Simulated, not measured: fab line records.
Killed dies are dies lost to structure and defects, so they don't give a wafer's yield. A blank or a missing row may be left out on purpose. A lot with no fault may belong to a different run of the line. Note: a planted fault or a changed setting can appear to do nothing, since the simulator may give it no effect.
Code-filled problem report in 8D (eight disciplines) form -- flow n5 finfet -- the parts of the form that need people (team, actions taken, sign-off) are left out

1. THE ISSUE
Wafers without a fault read 407.4 nm, standard deviation 1.6; cd nm at N5_BEOL_M15_CD_MEAS_28 reads a mean of 454.5 nm on 2 wafers belonging to 2 lots. That puts it +29 standard deviations away from the usual mean.
The step: target cd 407.6 nm.
First seen on wafer L504.3, day 14 01:45, on cd sem-01. The record holds 25 wafers of 9 lots with a number at this step. The rule behind "out" and "out of limits": a value lying over 4 standard deviations away from the usual mean. The rest of the wafers with a number are treated as sound.

2. WHAT IT IS, WHAT IT ISN'T
question,is,is not
which readings at this step,cd nm,-
which lots,"L504, L505","L495, L496, L497, L509, L512, L516, L518"
which wafers of those lots,"L504.3, L505.2","L504.4, L505.4"
read on which gauges,"cd sem-01, cd sem-02",cd sem-03
when,from day 14 01:45,"up to then (10 sound wafers); but 13 sound wafers of L505, L509, L512, L516, L518 came after"

3. THE SUSPECTS, EACH WITH WHAT RULES IT OUT
Counting: any tool at a process step up to the reading remains a suspect provided it ran every lot that is out. Sound lots after the first of them don't rule it out here, since some wafers of a struck lot are sound.
- the gauge at N5_BEOL_M15_CD_MEAS_28 has been ruled out. The wafers that are out were read on 2 gauges (cd sem-01, cd sem-02).
- krf scanner-01 at N5_BEOL_M15_EXPOSE_25 (exposes mask M15, target cd 400 nm): kept. Ran every lot that is out, first one L504 (day 14 01:35); last sound lot up to then L496 (day 12 02:51).
The count leaves krf scanner-01 at N5_BEOL_M15_EXPOSE_25.

4. THE CAUSE (what the simulator had put in)
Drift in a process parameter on krf scanner-01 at N5_BEOL_M15_EXPOSE_25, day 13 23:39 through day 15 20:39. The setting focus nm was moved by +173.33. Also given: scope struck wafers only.
Counting left only this tool.

5. SEQUENCE OF EFFECTS, ordered by route
Each row: a reading where the mean over the struck wafers with a number is more than 3 standard deviations away from the usual. Only readings whose record carries a usual standard deviation are examined. hours: median over the lots of the time between each lot's start at the first step of this table that gives one and its start at this step. sigmas: the change, counted in usual standard deviations.
hours,step,reading,usual,on struck wafers,change,sigmas
0,N5_BEOL_M15_CD_MEAS_28,cd nm,407.4 nm,454.5,+47.1,+29
18,N5_PASSIVATION_PROBE_49,defect limited yield,91.3 %,86.5,-4.8,-3.7
18,N5_PASSIVATION_PROBE_49,killed_at_M4_up,14,62,+48,+9.1
18,N5_PASSIVATION_PROBE_49,killed dies,103,160,+56,+3.8
18,N5_PASSIVATION_PROBE_49,killed on rim,14,36,+22,+5.4
18,N5_PASSIVATION_PROBE_49,sort n pass,1077,1020,-56,-3.8
18,N5_PASSIVATION_PROBE_49,sort yield pct,91.3 %,86.5,-4.8,-3.7
Process steps it contains:
- N5_PASSIVATION_PROBE_49

6. WHAT WOULD HAVE CAUGHT IT SOONER
Counted from the fault's start at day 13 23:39, it took 2 hours until the first out-of-limits reading at a measuring or inspecting step in this record, taken at day 14 01:45.
An alarm limit of 4 standard deviations would not have fired on the tool readings at N5_BEOL_M15_EXPOSE_25 for which the record gives a usual standard deviation, since none of them was out on any struck wafer.
Lots out: 2; of these, L505 started N5_BEOL_M15_EXPOSE_25 on krf scanner-01 after day 14 01:45. A hold on the tool at that time would have spared it.
